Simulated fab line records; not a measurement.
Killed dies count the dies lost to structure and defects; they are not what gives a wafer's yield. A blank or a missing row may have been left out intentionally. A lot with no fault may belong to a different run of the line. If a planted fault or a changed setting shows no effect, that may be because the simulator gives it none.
Matching of chambers	flow n5Finfet	N5_BEOL_M4_ILD_DEP_00 on pecvd-01: 3 sister chambers
The step deposits SiOC from DEMS/O2, target thk 79 nm, time 15.3 s. 3 wafers are shown with their chamber, then 10 later ones without.

== EACH WAFER AND ITS CHAMBER ==
wafer	chamber	throttleValvePct (%)
L083.4	0	12.7
L083.5	2	10.8
L090.4	1	12.2

== WAFERS WHOSE CHAMBER IS MISSING ==
wafer	throttleValvePct (%)
L090.5	13.0
L089.2	11.0
L089.3	12.2
L089.5	13.0
L092.2	12.5
L092.3	10.6
L092.5	12.8
L093.1	12.7
L093.4	12.8
L093.6	10.6

== WHICH CHAMBER EACH ONE RAN IN ==
wafer	from the rows above	in truth
L090.5	0	0
L089.2	2	2
L089.3	1	1
L089.5	0	0
L092.2	can't be placed: 0 or 1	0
L092.3	2	2
L092.5	0	0
L093.1	0	0
L093.4	0	0
L093.6	2	2
Correctly placed: 9 of 10. Unplaceable from these rows: 1, with the true chamber sitting among the candidates in 1. Number placed wrongly: 0.
How it was worked out, from the rows above alone: a wafer's distance from a chamber is the root of the sum, over the readings, of the square of ((its reading less the chamber's mean) divided by the reading's scatter). The wafer belongs to the nearest chamber; if the next one is less than 2 further off, it can't be placed. The mean given for a chamber averages the wafers shown for that chamber. The scatter (one wafer shown for each chamber): square how far every hidden wafer sits from the nearest shown wafer, average those squares and take the square root.
